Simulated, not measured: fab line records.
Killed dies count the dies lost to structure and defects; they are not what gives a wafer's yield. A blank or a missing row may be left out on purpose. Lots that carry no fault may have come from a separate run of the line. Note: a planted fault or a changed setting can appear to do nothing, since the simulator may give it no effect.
Split-lot study :: flow n5-finfet :: 21 wafers read from 7 lots, route of 1938 steps

## ABOUT THE SPLIT
At N5_BEOL_M5_ETCH_41 (etches SiCN in CH3F/O2, target depth 31.5 nm, time 56.7 s), the setting source-w was moved away from the recipe's 395 W on 11 of the 21 wafers read, by -13.5% to -5.1%. For the rest of the wafers, this setting stayed at what the recipe calls for.

The reading is taken at the split's own step.

## THE READING
rf-vpp-V, in V, at N5_BEOL_M5_ETCH_41 (etches SiCN in CH3F/O2, target depth 31.5 nm, time 56.7 s). Fault-free wafers of this fab line usually give 298.1 V, standard deviation 1.5 V.

wafer: L078.1
tool, chamber at the split: rie-diel-01, 0
source-w as run, W: 365.6
against the recipe: -7.4%
rf-vpp-V, V: 308.3
against lot-mates on the recipe: +7.5

wafer: L078.3
tool, chamber at the split: rie-diel-01, 2
source-w as run, W: 365.6
against the recipe: -7.4%
rf-vpp-V, V: 304.0
against lot-mates on the recipe: +3.2

wafer: L078.5
tool, chamber at the split: rie-diel-01, 0
source-w as run, W: 395
against the recipe: recipe
rf-vpp-V, V: 300.8
against lot-mates on the recipe: -

wafer: L081.1
tool, chamber at the split: rie-diel-03, 3
source-w as run, W: 395
against the recipe: recipe
rf-vpp-V, V: 300.0
against lot-mates on the recipe: -

wafer: L081.2
tool, chamber at the split: rie-diel-03, 1
source-w as run, W: 395
against the recipe: recipe
rf-vpp-V, V: 300.4
against lot-mates on the recipe: -

wafer: L081.5
tool, chamber at the split: rie-diel-03, 0
source-w as run, W: 395
against the recipe: recipe
rf-vpp-V, V: 297.2
against lot-mates on the recipe: -

wafer: L088.3
tool, chamber at the split: rie-diel-02, 0
source-w as run, W: 395
against the recipe: recipe
rf-vpp-V, V: 299.0
against lot-mates on the recipe: -

wafer: L088.5
tool, chamber at the split: rie-diel-02, 1
source-w as run, W: 395
against the recipe: recipe
rf-vpp-V, V: 297.5
against lot-mates on the recipe: -

wafer: L088.6
tool, chamber at the split: rie-diel-02, 0
source-w as run, W: 395
against the recipe: recipe
rf-vpp-V, V: 298.8
against lot-mates on the recipe: -

wafer: L093.3
tool, chamber at the split: rie-diel-03, 2
source-w as run, W: 370.1
against the recipe: -6.3%
rf-vpp-V, V: 306.5
against lot-mates on the recipe: +7.1

wafer: L093.5
tool, chamber at the split: rie-diel-03, 3
source-w as run, W: 370.1
against the recipe: -6.3%
rf-vpp-V, V: 303.8
against lot-mates on the recipe: +4.4

wafer: L093.6
tool, chamber at the split: rie-diel-03, 2
source-w as run, W: 395
against the recipe: recipe
rf-vpp-V, V: 299.4
against lot-mates on the recipe: -

wafer: L094.1
tool, chamber at the split: rie-diel-03, 2
source-w as run, W: 395
against the recipe: recipe
rf-vpp-V, V: 301.0
against lot-mates on the recipe: -

wafer: L094.2
tool, chamber at the split: rie-diel-03, 1
source-w as run, W: 341.8
against the recipe: -13.5%
rf-vpp-V, V: 313.1
against lot-mates on the recipe: +12.1

wafer: L094.6
tool, chamber at the split: rie-diel-03, 3
source-w as run, W: 341.8
against the recipe: -13.5%
rf-vpp-V, V: 312.6
against lot-mates on the recipe: +11.6

wafer: L096.1
tool, chamber at the split: rie-diel-03, 0
source-w as run, W: 395
against the recipe: recipe
rf-vpp-V, V: 297.6
against lot-mates on the recipe: -

wafer: L096.2
tool, chamber at the split: rie-diel-03, 2
source-w as run, W: 374.8
against the recipe: -5.1%
rf-vpp-V, V: 305.3
against lot-mates on the recipe: +7.7

wafer: L096.6
tool, chamber at the split: rie-diel-03, 0
source-w as run, W: 374.8
against the recipe: -5.1%
rf-vpp-V, V: 301.2
against lot-mates on the recipe: +3.6

wafer: L097.1
tool, chamber at the split: rie-diel-03, 0
source-w as run, W: 342.8
against the recipe: -13.2%
rf-vpp-V, V: 310.0
against lot-mates on the recipe: no lot-mate on the recipe

wafer: L097.2
tool, chamber at the split: rie-diel-03, 1
source-w as run, W: 342.8
against the recipe: -13.2%
rf-vpp-V, V: 312.4
against lot-mates on the recipe: no lot-mate on the recipe

wafer: L097.5
tool, chamber at the split: rie-diel-03, 3
source-w as run, W: 342.8
against the recipe: -13.2%
rf-vpp-V, V: 312.5
against lot-mates on the recipe: no lot-mate on the recipe

THE FIT
A straight line over all 21 wafers: rf-vpp-V changes by -0.97 V for each +1% of source-w; r = -0.96; the points scatter about the line by 1.5 V.
The same after taking each lot's own level away (the mean of its wafers on the recipe; 18 wafers): -0.867 V for each +1%; r = -0.94; scatter 1.5 V.
According to that fit, moving source-w by its largest amount changes the reading by 12 V.
The lots' own levels span 297.60 to 301.00 V, that is 2.3 times the standard deviation above.
Thus the slope moves with the lot-to-lot level: the two fits are different.
Check: for one of the wafers moved furthest among these (-13.5%), held out of the fit, the line's prediction against its lot-mates is +11.6 V. Against them it came out at +12.1 V.
Tool readings at the split's step, against how far the setting was moved: rf-vpp-V r = -0.96.

## OTHER SPLITS ON THESE WAFERS
Other splits were also applied to these wafers ahead of the reading. Each is held against what the fit with the lots' levels taken away leaves over:
other split on the same wafers: N5_BEOL_M2_TRENCH_ETCH_37 source-w
wafers away from the commonest value: 6
r with rf-vpp-V (lot level and that fit taken away): +0.22

other split on the same wafers: N5_BEOL_M3_EXPOSE_25 dose-mj
wafers away from the commonest value: 6
r with rf-vpp-V (lot level and that fit taken away): +0.14

other split on the same wafers: N5_BEOL_M3_DESCUM_33 time-s
wafers away from the commonest value: 9
r with rf-vpp-V (lot level and that fit taken away): +0.15

other split on the same wafers: N5_BEOL_M3_SPUTTER_81 time-s
wafers away from the commonest value: 6
r with rf-vpp-V (lot level and that fit taken away): -0.06

other split on the same wafers: N5_BEOL_M5_ETCH_68 time-s
wafers away from the commonest value: 7
r with rf-vpp-V (lot level and that fit taken away): +0.12

## THE FILE'S OWN FIT
rf-vpp-V changes by -0.874 V for each +1% of source-w, r = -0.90.
